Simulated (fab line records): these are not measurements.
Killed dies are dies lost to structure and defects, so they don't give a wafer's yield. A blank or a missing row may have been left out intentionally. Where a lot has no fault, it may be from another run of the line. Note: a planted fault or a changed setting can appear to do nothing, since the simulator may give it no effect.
Struck lot and sound lot, side by side	flow n5Finfet	33 steps out of a route of 1938
Sound: the wafers L443.1, L443.3, L443.4. Wafers L446.1, L446.4, L446.5 were the ones struck. The cause is named last.
For every step that has rows: the tool of each side, followed by ch and its chambers, followed by its first start. Under that, the readings that differ: sound wafers	struck wafers	difference of the means	sigmas: that difference in standard deviations of wafers without a fault.
alike: same words and numbers on both sides, and readings whose means sit less than 2 such deviations apart. not compared: any withheld reading, any reading some wafer has no value for, any bound like >300 that may hide the same value, and any number with overlapping values for which the record gives no deviation.
Wherever a step has rows on one side only, a row that says differs or no value, or a row with sigmas, the two part there. Non-overlapping numbers with no deviation appear without sigmas and do not part them. Lack of a reading on every wafer of one side parts them only where that side has two or more wafers.

first, 3 steps without rows for these wafers: N5_BEOL_M13_PRE_CLEAN_42 (time 30 s); N5_BEOL_M13_SPUTTER_43 (material TaN, target thk 15 nm, time 24.19 s); N5_BEOL_M13_SPUTTER_44 (material Ta, target thk 10 nm, time 16.13 s).
N5_BEOL_M13_SPUTTER_45: material Cu, target thk 80 nm, time 13.33 s.
  struck on pvdSputter-03, day 13 11:58; sound on pvdSputter-01, day 12 05:02
  alike: throttleValvePct
then, 1 step without rows for these wafers: N5_BEOL_M13_ECD_47 (material Cu, target thk 936 nm).
N5_BEOL_M13_ANNEAL_48: time 90 s.
  sound on rtpAnneal-02 ch 0, day 12 05:36; struck on rtpAnneal-02 ch 0, day 13 12:20
  alike: wafer_temp_C_max
N5_BEOL_M13_CMP_49: polishes, stops on SiOC, t overpolish 17.1 s, target thk 420 nm.
  sound on cmp-01 ch 0,1,2, day 12 06:11; struck on cmp-01 ch 0,1,2, day 13 12:38
  alike: barrierFieldEndpointS, motorCurrentA, overpolishRunS
N5_BEOL_M13_THK_MEAS_50: measures by xrf.
  struck on filmMetro-02, day 13 12:56; sound on filmMetro-02, day 12 06:29
  alike: M13_THK
then, 2 steps without rows for these wafers: N5_BEOL_M13_PRE_CLEAN_52 (time 15 s); N5_BEOL_M13_DEP_53 (deposits SiCN from 3MS/NH3, target thk 50 nm, time 17.8 s).
N5_BEOL_M13_RS_MEAS_54: uses a four-point probe to measure.
  struck on filmMetro-02, day 13 13:04; sound on filmMetro-02, day 12 06:37
  alike: M13_RS
N5_BEOL_M13_INSPECT_55: inspects for defects (darkfield).
  struck on defectInspect-01, day 13 13:05; sound on defectInspect-02, day 12 06:38
  alike: rawDefectCount
N5_BEOL_M14_ILD_DEP_00: deposits SiO2 from TEOS/O2, target thk 1119.3 nm, time 237.4 s.
  sound on pecvd-04 ch 1,2, day 12 06:40; struck on pecvd-04 ch 0,1,2, day 13 13:08
  no value came back on the struck wafers for any of 5 readings (chamberPressureTorr (Torr), heaterPowerOuterW (W) and others); on the sound wafers chamberPressureTorr (Torr) reads 6.481 6.491 6.489
then, 8 steps without rows for these wafers: N5_BEOL_M14_COAT_58 (time 60 s, resist thk 89 nm); N5_BEOL_M14_COAT_04 (resist thk 800 nm); N5_BEOL_M14_EBR_06; N5_BEOL_M14_SOFTBAKE_05 (time 60 s); N5_BEOL_M14_EXPOSE_07 (exposes mask V13); N5_BEOL_M14_PEB_08 (peb time 90 s); N5_BEOL_M14_DEVELOP_09 (develop time 45 s); N5_BEOL_M14_HARDBAKE_14 (time 120 s).
N5_BEOL_M14_CD_MEAS_10 targets a cd of 250 nm.
  sound on cdSem-02 ch 0, day 12 07:14; struck on cdSem-02 ch 0, day 13 13:37
  alike: cdNm
N5_BEOL_M14_OVL_MEAS_11:
  sound on overlay-02 ch 0, day 12 07:16; struck on overlay-02 ch 0, day 13 13:39
  alike: V13_OVL
N5_BEOL_M14_INSPECT_12: inspects for defects (macro).
  struck on defectInspect-01, day 13 13:41; sound on defectInspect-01, day 12 07:18
  alike: rawDefectCount
N5_BEOL_M14_DESCUM_15: chemistry O2, time 7.9 s.
  sound on rieDiel-04 ch 0,2,3, day 12 07:20; struck on rieDiel-03 ch 0,1, day 13 13:43
  alike: drypumpMotorCurrentA, oesProductAu, rfVppV, showerheadPlenumPTorr, throttleValvePct
  not compared: rfHoursCounterH
then, 1 step without rows for these wafers: N5_BEOL_M14_ETCH_59 (etches BARC in N2/H2, target depth 89 nm, overetch 26.7 nm, time 67.9 s).
N5_BEOL_M14_VIA_ETCH_16: etches SiO2 in C4F8/O2/Ar, target depth 1231.3 nm.
  sound on rieDiel-04 ch 0,2,3, day 12 07:25; struck on rieDiel-03 ch 0,1, day 13 13:48
reading	sound	struck	difference	sigmas
oesProductAu (a.u.)	0.72 0.77 0.87	0.30 0.33 0.34	-0.46	-7
throttleValvePct (%)	30.94 30.94 30.68	30.20 30.07 30.11	-0.73	-3
model.etch.depthNm (nm)	1113 1119 1119	0 0 0	-1117	
model.coat_of_BEOL_M14_COAT_04.thkNm (nm)	449.4 444.6 449.6	717.6 718.8 719.8	+270.9	
  alike: drypumpMotorCurrentA, rfVppV, showerheadPlenumPTorr
then, 1 step without rows for these wafers: N5_BEOL_M14_STRIP_63 (strips in O2).
N5_BEOL_M14_STRIP_64: strips in O2.
  sound on rieDiel-04 ch 0,2,3; struck on rieDiel-03 ch 0,1
  alike: drypumpMotorCurrentA, oesProductAu, rfVppV, showerheadPlenumPTorr, throttleValvePct
  not compared: rfHoursCounterH
then, 2 steps without rows for these wafers: N5_BEOL_M14_STRIP_71 (strips in post etch residue remover, time 60 s); N5_BEOL_M14_SRD_72 (time 30 s, dry time 30 s).
N5_BEOL_M14_CD_MEAS_17 targets a cd of 250 nm.
  struck on cdSem-01, day 13 14:09; sound on cdSem-01, day 12 07:46
reading	sound	struck	difference	sigmas
cdNm (nm)	251 251 251	- - -	no value on the struck wafers	
then, 1 step without rows for these wafers: N5_BEOL_M14_COAT_65 (time 60 s, resist thk 450 nm).

WHERE THEY PART
Earliest at N5_BEOL_M14_ILD_DEP_00; latest, in this record, at N5_BEOL_M14_CD_MEAS_17.

WHY: what had been put in by the simulator
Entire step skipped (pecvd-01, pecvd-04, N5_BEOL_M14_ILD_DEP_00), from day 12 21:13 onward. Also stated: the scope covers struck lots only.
